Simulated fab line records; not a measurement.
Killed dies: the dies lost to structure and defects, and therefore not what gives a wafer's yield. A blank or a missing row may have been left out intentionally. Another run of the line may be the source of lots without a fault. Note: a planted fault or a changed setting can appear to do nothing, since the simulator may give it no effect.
A struck lot beside a sound one ; flow n5-finfet ; 16 out of 1938 route steps
Sound: the wafers L910.1, L910.2, L910.6. The struck wafers were L920.1, L920.5, L920.6. The cause comes at the end.
Each step with rows lists, per side, the tool, then ch with its chambers, then its first start. Under that, the readings that differ: sound wafers ; struck wafers ; difference of the means ; sigmas: that difference in standard deviations of wafers without a fault.
alike: words and numbers the same on both sides, and readings whose means are apart by under 2 such deviations; not compared: readings that were withheld, readings missing a value for some wafer, numbers with overlapping values and no deviation given by the record, and bounds like >300 which may hide the same value.
The two part at a step that has a row with sigmas, a row that says differs or no value, or rows on one side only. Numbers that have no deviation but don't overlap get no sigmas and don't part them. A reading missing from all wafers of one side parts the sides only when that side holds two or more wafers.

first, 8 steps without rows for these wafers: N5_WELL_APT_HMDS_01 (time 60 s); N5_WELL_APT_COAT_02 (resist thk 950 nm); N5_WELL_APT_EBR_04; N5_WELL_APT_SOFTBAKE_03 (time 60 s); N5_WELL_APT_EXPOSE_05 (exposes mask NWELL, defocus 0 nm, target cd 200 nm); N5_WELL_APT_PEB_06 (peb time 90 s); N5_WELL_APT_DEVELOP_07 (develop time 45 s); N5_WELL_APT_HARDBAKE_12 (time 120 s).
N5_WELL_APT_CD_MEAS_08 targets a cd of 200 nm.
  sound on cd-sem-03 ch 0, day 2 13:41; struck on cd-sem-02 ch 0, day 5 01:49
  alike: cd-nm
N5_WELL_APT_OVL_MEAS_09:
  sound on overlay-01 ch 0, day 2 13:43; struck on overlay-01 ch 0, day 5 01:50
  alike: NWELL_OVL
N5_WELL_APT_INSPECT_10: inspects for defects (macro).
  sound on defect-inspect-02, day 2 13:44; struck on defect-inspect-02, day 5 01:52
  alike: raw-defect-count
N5_WELL_APT_DESCUM_13: chemistry O2, time 7.9 s.
  sound on rie-diel-01 ch 0,2, day 2 13:46; struck on rie-diel-03 ch 1,2, day 5 01:56
  alike: drypump-motor-current-A, oes-product-au, rf-vpp-V, showerhead-plenum-p-Torr, throttle-valve-pct
  not compared: rf-hours-counter-h
N5_WELL_APT_IMPLANT_14:
  sound on implanter-01 ch 0, day 2 13:52; struck on implanter-01 ch 0, day 5 02:25
  alike: beam-energy-keV, beam-on-s, rotation-deg
then, 1 step without rows for these wafers: N5_WELL_APT_IMPLANT_15.
-- the record jumps here: 6 days lie between the struck wafers' starts before and after (it left off in module WELL_APT and takes up again in module BEOL_M4, whose first step shown is number 1111 of the route) --
N5_BEOL_M4_RC_MEAS_101:
  sound on prober-01 ch 0, day 9 00:40; struck on prober-02 ch 0, day 11 07:30
  alike: DIBL_N, DIBL_P, IOFF_N, IOFF_P, ION_N, ION_P, SS_N, SS_P, VT_N, VT_P
-- here the record skips 4 days between the struck wafers' starts before and after, leaving off in module BEOL_M4 and picking up in module PASSIVATION (first step shown: number 1936 of the route) --
N5_PASSIVATION_PROBE_49:
  sound on prober-02, day 13 05:26; struck on prober-02, day 15 01:21
  alike: defect-limited-yield, killed_at_M0_to_M3, killed_at_M4_up, killed-at-contacts, killed-at-front-end, killed-at-other, killed-dies, killed-open, killed-short, sort_bin_5_function, sort_bin_6_memory, sort-n-pass, sort-yield-pct

== WHERE THEY PART ==
Nowhere in this record.

WHY: what had been put in by the simulator
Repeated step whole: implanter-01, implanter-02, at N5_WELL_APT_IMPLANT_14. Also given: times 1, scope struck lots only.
